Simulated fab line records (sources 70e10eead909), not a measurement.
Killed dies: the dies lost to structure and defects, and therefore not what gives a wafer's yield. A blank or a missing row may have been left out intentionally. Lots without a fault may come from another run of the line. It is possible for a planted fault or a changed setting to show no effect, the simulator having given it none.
Chamber matching | flow nand_harc | 4 sister chambers for NHARC_A_CHANNEL_FILL_D1_ALD_14 on ald_hk-01
The step deposits SiO2, target thk 2.5 nm, pulse time 10 s, ald cycles 25. 8 wafers are shown with their chamber, then 7 later ones without.

== WAFERS WITH THEIR CHAMBER ==
wafer  | chamber | heater_power_w (W) | precursor_pulse_height_rel
L083.2 | 0       | 507                | 1.006
L087.5 | 0       | 519                | 0.982
L085.5 | 2       | 484                | 1.019
L085.6 | 3       | 466                | 0.952
L089.3 | 2       | 492                | 1.005
L089.6 | 1       | 506                | 0.993
L091.2 | 1       | 501                | 0.981
L091.4 | 3       | 482                | 1.005

== WAFERS WHOSE CHAMBER IS MISSING ==
wafer  | heater_power_w (W) | precursor_pulse_height_rel
L091.6 | 484                | 0.965
L092.2 | 533                | 0.985
L092.3 | 491                | 1.006
L092.6 | 494                | 1.014
L095.2 | 507                | 0.966
L095.4 | 492                | 1.002
L095.6 | 490                | 1.001

== WHICH CHAMBER EACH WENT THROUGH ==
wafer  | from the rows above          | in truth
L091.6 | can't be placed: 3 or 2 or 1 | 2
L092.2 | can't be placed: 0 or 1      | 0
L092.3 | can't be placed: 2 or 1      | 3
L092.6 | can't be placed: 2 or 1 or 0 | 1
L095.2 | can't be placed: 1 or 0      | 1
L095.4 | can't be placed: 2 or 1 or 3 | 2
L095.6 | can't be placed: 2 or 1 or 3 | 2
Placed correctly: 0 of 7. Can't be placed from these rows: 7 (the true chamber is among the candidates in 6). 0 placed wrongly.
How it was worked out, from the rows above alone: a wafer's distance from a chamber is the root of the sum, over the readings, of the square of ((its reading less the chamber's mean) divided by the reading's scatter). If the next closest chamber is less than 2 further off than the closest, the wafer can't be placed; otherwise it belongs to the closest. Each chamber's mean is taken over the wafers shown for it. The scatter is the square root of a quotient: the sum, over the shown wafers, of each reading's squared deviation from its chamber's mean, divided by wafers minus chambers.
